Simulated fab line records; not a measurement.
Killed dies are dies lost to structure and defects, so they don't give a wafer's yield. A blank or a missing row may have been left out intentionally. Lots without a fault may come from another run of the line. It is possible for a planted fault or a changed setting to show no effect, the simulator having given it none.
Which tool did it? ; flow n5Finfet ; 7 lots, 21 wafers sampled, at 8 steps of a route of 1938

## WHAT THE GAUGES READ, wafer by wafer
N5_BEOL_M12_OVL_MEAS_11. Usual: V11_OVL typically reads -3 nm, with standard deviation 4.4.
lot;measured;on;V11_OVL (nm);flag
L723;day 11 17:46;overlay-02;3 1 4;
L729;day 13 19:17;overlay-01;-5 -4 -3;
L737;day 16 02:00;overlay-02;2 -4 3;
L735;day 16 09:37;overlay-01;5 -3 -2;
L736;day 16 11:12;overlay-02;-3 0 1;
L740;day 17 01:04;overlay-02;7 0 -1;
L743;day 17 07:26;overlay-01;-10 -2 -6;

N5_BEOL_M12_OCD_MEAS_35. Usual: trenchDepthNm reads 319 nm (standard deviation 4.9).
lot;measured;on;trenchDepthNm (nm);flag
L723;day 11 19:39;ocd-02;313 308 321;
L729;day 13 20:47;ocd-01;282 285 322;OFF
L737;day 16 03:37;ocd-02;317 320 317;
L735;day 16 11:11;ocd-02;323 316 323;
L736;day 16 12:44;ocd-01;314 320 316;
L740;day 17 02:43;ocd-01;321 319 321;
L743;day 17 08:58;ocd-02;316 326 315;

N5_BEOL_M12_THK_MEAS_50: measures by xrf. Usual: M12_THK typically reads 314 nm, with standard deviation 6.1.
lot;measured;on;M12_THK (nm);flag
L723;day 11 23:55;filmMetro-01;306 301 314;
L729;day 13 23:35;filmMetro-01;275 278 314;OFF
L737;day 16 05:31;filmMetro-02;314 316 313;
L735;day 16 12:57;filmMetro-01;319 311 319;
L736;day 16 17:15;filmMetro-02;310 315 312;
L740;day 17 06:20;filmMetro-02;320 316 319;
L743;day 17 11:44;filmMetro-02;319 327 317;

N5_BEOL_M12_RS_MEAS_54: measurement is done with a four-point probe. Usual: M12_RS typically reads 0.0601 ohm/sq, with standard deviation 0.00097.
lot;measured;on;M12_RS (ohm/sq);flag
L723;day 12 00:02;filmMetro-01;0.0612 0.0619 0.0593;
L729;day 13 23:43;filmMetro-01;0.0683 0.0676 0.0596;OFF
L737;day 16 05:40;filmMetro-01;0.0603 0.0601 0.0605;
L735;day 16 13:07;filmMetro-02;0.0593 0.0605 0.0591;
L736;day 16 17:24;filmMetro-02;0.0610 0.0597 0.0606;
L740;day 17 06:28;filmMetro-01;0.0595 0.0603 0.0597;
L743;day 17 11:52;filmMetro-02;0.0610 0.0589 0.0610;

N5_BEOL_M15_RC_MEAS_101. Usual: COMB_M10 1.5e-11 S/m, standard deviation 3.3e-12; COMB_M11 1.4e-11 S/m, standard deviation 3.3e-12; COMB_M13 5.2e-12 S/m, standard deviation 1.1e-12; COMB_M14 3.9e-12 S/m, standard deviation 9.9e-13; COMB_M15 2.8e-12 S/m, standard deviation 7.9e-13; COMB_M5 3.5e-11 S/m, standard deviation 7e-12; COMB_M6 2.6e-11 S/m, standard deviation 5.6e-12; COMB_M7 2.5e-11 S/m, standard deviation 4.7e-12; COMB_M8 2.6e-11 S/m, standard deviation 5e-12; COMB_M9 1.46e-11 S/m, standard deviation 2.6e-12; SERP_M10 3.05 ohm/um, standard deviation 0.077; SERP_M11 3.11 ohm/um, standard deviation 0.079; SERP_M12 0.633 ohm/um, standard deviation 0.015; SERP_M12_max_site 0.646 ohm/um, standard deviation 0.016; SERP_M13 0.310 ohm/um, standard deviation 0.0081; SERP_M14 0.159 ohm/um, standard deviation 0.0041; SERP_M5 38.8 ohm/um, standard deviation 2; SERP_M5_max_site 40.4 ohm/um, standard deviation 2.2; SERP_M6 13.9 ohm/um, standard deviation 0.56; SERP_M7 13.9 ohm/um, standard deviation 0.63; SERP_M8 13.9 ohm/um, standard deviation 0.61; SERP_M8_max_site 14.5 ohm/um, standard deviation 0.64; SERP_M9 3.03 ohm/um, standard deviation 0.087.
lot;measured;on;COMB_M10 (S/m);COMB_M11 (S/m);COMB_M13 (S/m);COMB_M14 (S/m);COMB_M15 (S/m);COMB_M5 (S/m);COMB_M6 (S/m);COMB_M7 (S/m);COMB_M8 (S/m);COMB_M9 (S/m);SERP_M10 (ohm/um);SERP_M11 (ohm/um);SERP_M12 (ohm/um);SERP_M12_max_site (ohm/um);SERP_M13 (ohm/um);SERP_M14 (ohm/um);SERP_M5 (ohm/um);SERP_M5_max_site (ohm/um);SERP_M6 (ohm/um);SERP_M7 (ohm/um);SERP_M8 (ohm/um);SERP_M8_max_site (ohm/um);SERP_M9 (ohm/um);flag
L723;day 12 17:34;prober-01;1.1e-11 1.8e-11 1.9e-11;1.6e-11 1.3e-11 1.1e-11;6.9e-12 7.7e-12 5.5e-12;4.3e-12 3.5e-12 5.7e-12;3.4e-12 3.2e-12 4.2e-12;3.9e-11 3.9e-11 2.8e-11;2.6e-11 2.6e-11 2e-11;2.2e-11 3.1e-11 2.7e-11;3e-11 2.2e-11 2.4e-11;1.19e-11 1.43e-11 1.68e-11;3.11 2.99 3.12;3.24 3.09 3.15;0.655 0.652 0.613;0.668 0.661 0.622;0.305 0.305 0.298;0.159 0.160 0.165;38.2 39.1 39.6;40.3 39.7 41.0;13.6 13.4 14.2;13.9 13.7 14.5;13.7 14.2 13.5;14.8 14.7 13.8;2.89 3.06 2.96;
L729;day 14 18:37;prober-01;1.6e-11 1.1e-11 1.1e-11;1.3e-11 1.5e-11 1.5e-11;7.2e-12 7.4e-12 5.6e-12;4.9e-12 4.5e-12 5.2e-12;2.6e-12 3.4e-12 4.2e-12;4.8e-11 3.1e-11 3.7e-11;3.5e-11 3.2e-11 3e-11;2.3e-11 3.1e-11 3.4e-11;3.8e-11 2e-11 2.5e-11;1.33e-11 1.72e-11 1.33e-11;3.09 3.15 3.09;2.95 3.11 3.04;0.737 0.711 0.626;0.753 0.731 0.641;0.315 0.307 0.300;0.165 0.159 0.162;41.0 39.4 40.8;42.1 41.2 41.7;14.1 13.4 13.8;13.1 13.4 12.8;14.8 13.8 14.2;15.3 14.3 14.5;2.90 3.09 3.22;OFF
L737;day 17 02:18;prober-02;1.6e-11 1.1e-11 1.4e-11;1.2e-11 1.5e-11 1.8e-11;4.2e-12 3.6e-12 4.9e-12;2.3e-12 2.6e-12 3.2e-12;2.5e-12 1.7e-12 2.1e-12;3.8e-11 3.9e-11 5e-11;2.6e-11 2.8e-11 2.9e-11;2.4e-11 2e-11 1.9e-11;2e-11 2e-11 2.5e-11;1.68e-11 1.25e-11 1.41e-11;2.92 2.96 3.17;3.19 3.24 3.19;0.656 0.648 0.653;0.670 0.665 0.659;0.319 0.318 0.311;0.155 0.155 0.157;39.5 36.1 37.2;40.8 37.9 38.1;13.7 13.2 13.6;13.8 14.2 13.2;12.5 13.9 14.1;13.3 14.0 14.4;3.15 2.96 3.13;
L735;day 17 06:17;prober-01;1.7e-11 1.3e-11 1.5e-11;1.1e-11 1.2e-11 1.4e-11;5.9e-12 5.5e-12 4.6e-12;3.6e-12 3e-12 3.7e-12;3.4e-12 2.6e-12 2.8e-12;3.9e-11 3.3e-11 2.5e-11;2.2e-11 3.5e-11 2.6e-11;2.4e-11 2.7e-11 2.1e-11;2.1e-11 2.4e-11 2.6e-11;1.22e-11 1.35e-11 1.13e-11;3.04 3.05 3.05;3.05 3.02 3.04;0.638 0.638 0.622;0.650 0.658 0.628;0.305 0.311 0.302;0.161 0.160 0.159;40.6 35.8 39.4;42.8 36.7 40.9;13.8 13.9 14.2;14.0 13.7 13.4;13.1 13.4 13.6;13.8 14.2 14.5;3.02 2.95 2.94;
L736;day 17 13:11;prober-02;1.8e-11 1.4e-11 1.6e-11;1.8e-11 1.1e-11 1.7e-11;3.8e-12 4.8e-12 4.3e-12;3.1e-12 2.9e-12 2e-12;2.4e-12 1.5e-12 1.7e-12;3.6e-11 3.3e-11 4.8e-11;2.5e-11 2.7e-11 2.6e-11;2.1e-11 3e-11 2.1e-11;2.4e-11 3e-11 2.8e-11;1.22e-11 1.29e-11 1.33e-11;3.06 3.04 3.12;3.19 3.07 3.04;0.628 0.618 0.635;0.645 0.632 0.648;0.305 0.310 0.314;0.160 0.154 0.161;38.0 40.3 38.3;39.1 41.4 40.3;13.7 13.9 13.2;14.7 13.7 14.4;14.0 13.9 13.0;14.4 14.1 13.7;3.22 3.13 3.23;
L740;day 18 06:31;prober-01;1.7e-11 1.1e-11 1.1e-11;1.5e-11 1.6e-11 1.2e-11;5.4e-12 5e-12 5.6e-12;4.4e-12 4.4e-12 4.7e-12;3.5e-12 2.2e-12 2.7e-12;2.8e-11 2.7e-11 3.9e-11;2e-11 1.6e-11 1.9e-11;2.7e-11 2.1e-11 2.5e-11;2.3e-11 3e-11 2.7e-11;1.92e-11 1.68e-11 1.79e-11;3.07 3.07 3.01;3.00 3.03 3.06;0.628 0.640 0.623;0.632 0.657 0.631;0.291 0.302 0.303;0.157 0.163 0.162;38.5 43.0 39.3;40.4 44.0 41.3;13.2 12.9 13.1;13.6 13.5 13.4;13.8 13.6 13.8;13.9 14.2 14.6;3.03 3.07 2.97;
L743;day 18 03:29;prober-01;2.1e-11 1.8e-11 1.9e-11;1.7e-11 1.8e-11 1.9e-11;6.7e-12 6.5e-12 6.9e-12;4.3e-12 5e-12 3.7e-12;4.4e-12 3.6e-12 4.1e-12;3.8e-11 3.1e-11 2.6e-11;3.1e-11 3.1e-11 3e-11;3.3e-11 2.4e-11 1.8e-11;3.1e-11 2.5e-11 3.7e-11;1.64e-11 1.29e-11 2.42e-11;3.13 3.04 3.10;3.12 3.07 3.07;0.649 0.623 0.636;0.661 0.640 0.645;0.314 0.304 0.312;0.160 0.160 0.158;38.6 36.9 34.6;40.9 38.4 36.5;14.4 13.6 13.6;13.9 13.3 13.2;12.6 13.1 12.7;13.1 13.9 13.4;2.99 3.06 3.03;

## WHAT TOOL EACH LOT RAN ON (gives the tool, then ch and the chambers of the sampled wafers, and finally the start)
lot;N5_BEOL_M12_TRENCH_ETCH_34;N5_BEOL_M12_STRIP_37;N5_BEOL_M12_PRE_CLEAN_42
L723;rieDiel-06 ch 0,1,2, day 11 19:30;plasmaAsher-01 ch 0,1, day 11 19:41;pvdSputter-02, day 11 22:07
L729;rieDiel-06 ch 0,2, day 13 20:37;plasmaAsher-02 ch 0,1, day 13 20:49;pvdSputter-02, day 13 22:32
L737;rieDiel-06 ch 2,3, day 16 03:28;plasmaAsher-01 ch 0,1, day 16 03:40;pvdSputter-01, day 16 04:28
L735;rieDiel-06 ch 0,1, day 16 11:02;plasmaAsher-02 ch 0,1, day 16 11:14;pvdSputter-01, day 16 11:53
L736;rieDiel-06 ch 1,3, day 16 12:35;plasmaAsher-01 ch 0,1, day 16 12:47;pvdSputter-01, day 16 15:43
L740;rieDiel-06 ch 0,3, day 17 02:34;plasmaAsher-01 ch 0,1, day 17 02:54;pvdSputter-03, day 17 05:17
L743;rieDiel-01 ch 1,2, day 17 08:49;plasmaAsher-02 ch 0,1, day 17 09:00;pvdSputter-01, day 17 10:41
- N5_BEOL_M12_TRENCH_ETCH_34: etches SiOC in C4F8/O2/Ar, target depth 318.95 nm, time 125.5 s.
- N5_BEOL_M12_STRIP_37: strips in N2/H2.
- N5_BEOL_M12_PRE_CLEAN_42: time 30 s.

## AS READ BY THE TOOLS THEMSELVES (means over the sampled wafers that have a number; for cases with no such wafer, the mark the record gives instead)
N5_BEOL_M12_TRENCH_ETCH_34. Usual: drypumpMotorCurrentA 5.6 A, standard deviation 0.35; oesProductAu 0.83 a.u., standard deviation 0.073; rfVppV 667.0 V, standard deviation 2.3; showerheadPlenumPTorr 3.47 Torr, standard deviation 0.077; throttleValvePct 23.93 %, standard deviation 0.28.
lot;tool;drypumpMotorCurrentA (A);oesProductAu (a.u.);rfVppV (V);showerheadPlenumPTorr (Torr);throttleValvePct (%);flag
L723;rieDiel-06;5.5;0.86;667.3;3.45;23.82;
L729;rieDiel-06;5.5;0.88;667.8;3.46;23.66;
L737;rieDiel-06;5.4;0.86;668.4;3.52;23.83;
L735;rieDiel-06;5.3;0.81;665.9;3.42;23.76;
L736;rieDiel-06;5.4;0.80;667.8;3.48;24.21;
L740;rieDiel-06;5.0;0.86;669.2;3.56;23.78;
L743;rieDiel-01;5.7;0.81;668.7;3.51;23.92;

N5_BEOL_M12_STRIP_37. Usual: drypumpMotorCurrentA 5.8 A, standard deviation 0.46; h2FlowSccm 3253 sccm, standard deviation 11; heaterPowerW 342 W, standard deviation 21; oesProductAu 0.790 a.u., standard deviation 0.01.
lot;tool;drypumpMotorCurrentA (A);h2FlowSccm (sccm);heaterPowerW (W);oesProductAu (a.u.);flag
L723;plasmaAsher-01;5.9;3268;342;0.791;
L729;plasmaAsher-02;5.4;3258;348;0.791;
L737;plasmaAsher-01;6.2;3262;350;0.794;
L735;plasmaAsher-02;5.5;3249;346;0.789;
L736;plasmaAsher-01;6.2;3253;352;0.792;
L740;plasmaAsher-01;6.2;3269;357;0.803;
L743;plasmaAsher-02;5.7;3253;340;0.793;

N5_BEOL_M12_PRE_CLEAN_42. Usual: heaterPowerW reads 336 W (standard deviation 32).
lot;tool;heaterPowerW (W);flag
L723;pvdSputter-02;365;
L729;pvdSputter-02;339;
L737;pvdSputter-01;315;
L735;pvdSputter-01;310;
L736;pvdSputter-01;334;
L740;pvdSputter-03;343;
L743;pvdSputter-01;321;

## THE ANSWER, worked out from the rows above alone
Rule: lot off if the mean of its wafers having a number is beyond 3 standard deviations from the usual mean. Also off: a lot with no number at a reading for which 4 or more lots have one. Any other lot the step has rows for is counted as sound. Order of review: gauges by route order, followed by the tools' own readings, for which a lot's mean as printed above is used. The first step at which some lot is off is used, and at that step the reading that is off furthest; a lot without a number counts as furthest.
Off, at N5_BEOL_M12_OCD_MEAS_35 on trenchDepthNm: L729.
A tool fits if, at a process step before that reading, it ran every lot that is off, and no sound lot after the first of them. The gauges at N5_BEOL_M12_OCD_MEAS_35 aren't tried: what is off there is off at N5_BEOL_M12_THK_MEAS_50 too, on other tools, and a gauge's error can't cause that. Not one of the candidates tried fits.

## WHAT THE SIMULATOR HAD PUT IN
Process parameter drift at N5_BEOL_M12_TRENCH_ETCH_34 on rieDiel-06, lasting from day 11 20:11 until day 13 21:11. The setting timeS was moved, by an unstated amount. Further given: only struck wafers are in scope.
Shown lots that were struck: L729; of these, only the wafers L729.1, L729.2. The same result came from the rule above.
